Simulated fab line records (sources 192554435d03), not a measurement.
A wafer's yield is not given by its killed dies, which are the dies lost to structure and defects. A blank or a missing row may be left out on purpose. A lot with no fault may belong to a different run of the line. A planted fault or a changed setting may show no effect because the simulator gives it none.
Chamber matching    flow n5-finfet    3 sister chambers for N5_BEOL_M0_SAQP_PECVD_03 on pecvd-03
The step deposits SiCN from 3MS/NH3, target thk 12 nm, time 21.1 s. 3 wafers are shown with their chamber, then 9 later ones without.

== EACH WAFER AND ITS CHAMBER ==
wafer   chamber  throttle-valve-pct (%)
L080.2  0        9.6
L082.4  2        8.6
L082.5  1        9.2

== WAFERS WHOSE CHAMBER IS MISSING ==
wafer   throttle-valve-pct (%)
L084.1  8.9
L084.2  9.3
L084.4  9.2
L085.2  9.4
L085.3  9.3
L085.6  8.8
L094.2  8.8
L094.3  9.5
L094.5  9.4

== WHICH CHAMBER EACH WENT THROUGH ==
wafer    from the rows above       in truth
L084.1   can't be placed: 1 or 2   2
L084.2   can't be placed: 1 or 0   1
L084.4   1                         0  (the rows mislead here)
L085.2   can't be placed: 0 or 1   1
L085.3   can't be placed: 1 or 0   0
L085.6   can't be placed: 2 or 1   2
L094.2   can't be placed: 2 or 1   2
L094.3   can't be placed: 0 or 1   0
L094.5   can't be placed: 0 or 1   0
Placed correctly: 0 of 9. Can't be placed from these rows: 8 (the true chamber is among the candidates in 8). Number placed wrongly: 1.
How it was worked out, from the rows above alone: a wafer's distance from a chamber is the root of the sum, over the readings, of the square of ((its reading less the chamber's mean) divided by the reading's scatter). The wafer belongs to the nearest chamber; if the next one is less than 2 further off, it can't be placed. A chamber's mean is the mean of its shown wafers. The scatter (one wafer shown for each chamber): square how far every hidden wafer sits from the nearest shown wafer, average those squares and take the square root.
